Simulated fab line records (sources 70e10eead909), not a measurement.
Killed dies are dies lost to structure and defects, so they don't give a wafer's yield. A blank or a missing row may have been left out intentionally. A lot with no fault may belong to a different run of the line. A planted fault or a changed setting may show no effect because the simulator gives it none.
Struck lot and sound lot, side by side :: flow nand_harc :: 19 out of 1159 route steps
Sound: the wafers L770.1, L770.4, L770.5. Struck: wafer L781.4 (left out: L781.2, L781.3 of the same lot, which were not struck); the cause appears at the end.
At each step with rows: each side's tool, then ch and its chambers, then its first start. Under that, the readings that differ: sound wafers :: struck wafers :: difference of the means :: sigmas: that difference in standard deviations of wafers without a fault.
alike: readings whose means differ by less than 2 such deviations, and words and numbers that are the same on both sides. not compared: withheld readings, readings that some wafer has no value for, bounds like >300 that may hide the same value, and numbers for which the record gives no deviation and whose values overlap.
The two part at a step that has a row with sigmas, a row that says differs or no value, or rows on one side only. Non-overlapping numbers with no deviation appear without sigmas and do not part them. Lack of a reading on every wafer of one side parts them only where that side has two or more wafers.

NHARC_A_ONON_D1_INSPECT_32:
  struck on defect_inspect-01, day 11 03:22; sound on defect_inspect-02, day 8 23:53
  alike: raw_defect_count
NHARC_A_CHANNEL_HOLE_D1_DEP_00: deposits aC, target thk 3100 nm.
  sound on acl_dep-02 ch 0, day 9 00:47; struck on acl_dep-03 ch 0, day 11 04:43
  alike: throttle_valve_pct
NHARC_A_CHANNEL_HOLE_D1_DEP_01: deposits SiON, target thk 140 nm.
  sound on pecvd-02 ch 0,1,2, day 9 02:41; struck on pecvd-03 ch 2, day 11 06:19
  alike: heater_power_w
then, 9 steps without rows for these wafers: NHARC_A_CHANNEL_HOLE_D1_DEHYDRATE_02 (time 120 s); NHARC_A_CHANNEL_HOLE_D1_HMDS_03 (time 30 s); NHARC_A_CHANNEL_HOLE_D1_COAT_36 (time 75 s); NHARC_A_CHANNEL_HOLE_D1_COAT_37 (time 65 s); NHARC_A_CHANNEL_HOLE_D1_COAT_04 (resist thk 90 nm); NHARC_A_CHANNEL_HOLE_D1_SOFTBAKE_05 (time 55 s); NHARC_A_CHANNEL_HOLE_D1_EBR_06; NHARC_A_CHANNEL_HOLE_D1_EXPOSE_07 (exposes mask HOLE D1, target cd 100 nm); NHARC_A_CHANNEL_HOLE_D1_PEB_08 (peb time 65 s).
NHARC_A_CHANNEL_HOLE_D1_DEVELOP_09: develop time 35 s.
  sound on litho_track-06 ch 0, day 9 03:00; struck on litho_track-01 ch 0, day 11 06:00
NHARC_A_CHANNEL_HOLE_D1_CD_MEAS_10: the cd target is 100 nm.
  sound on cd_sem-02 ch 0, day 9 03:25; struck on cd_sem-01 ch 0, day 11 06:55
  alike: cd_nm
NHARC_A_CHANNEL_HOLE_D1_OVL_MEAS_11:
  struck on overlay-02, day 11 06:59; sound on overlay-01, day 9 03:30
  alike: overlay_x_nm, overlay_y_nm
NHARC_A_CHANNEL_HOLE_D1_INSPECT_12:
  struck on defect_inspect-02, day 11 07:02; sound on defect_inspect-02, day 9 03:32
  alike: raw_defect_count
NHARC_A_CHANNEL_HOLE_D1_DESCUM_15: chemistry O2, time 3 s.
  sound on rie_diel-08 ch 2,3, day 9 03:49; struck on rie_diel-13 ch 3, day 11 07:05
reading: showerhead_plenum_p_Torr (Torr)
sound: 2.00 2.01 2.00
struck: 1.78
difference: -0.22
sigmas: -3

reading: model.A_CHANNEL_HOLE_D1.cd_nm (nm)
sound: 100.4 100.6 100.5
struck: 99.51
difference: -0.99
sigmas: 
  alike: chamber_pressure_mTorr, drypump_motor_current_A, oes_product_au, rf_vpp_V, throttle_valve_pct
  not compared: rf_hours_counter_h
NHARC_A_CHANNEL_HOLE_D1_ETCH_38: etches the open film in CF4, target depth 39 nm, time 65 s.
  sound on rie_diel-08 ch 1,2,3, day 9 03:55; struck on rie_diel-13 ch 1, day 11 07:11
  alike: chamber_pressure_mTorr, drypump_motor_current_A, oes_product_au, rf_vpp_V, showerhead_plenum_p_Torr, throttle_valve_pct
  not compared: rf_hours_counter_h
after that, 1 step had no rows for these wafers: NHARC_END_SORT_01.

WHERE THEY PART
Only at NHARC_A_CHANNEL_HOLE_D1_DESCUM_15, within this record. Later steps at which nothing parts them and some readings are alike: NHARC_A_CHANNEL_HOLE_D1_ETCH_38.

WHY: the cause the simulator had injected
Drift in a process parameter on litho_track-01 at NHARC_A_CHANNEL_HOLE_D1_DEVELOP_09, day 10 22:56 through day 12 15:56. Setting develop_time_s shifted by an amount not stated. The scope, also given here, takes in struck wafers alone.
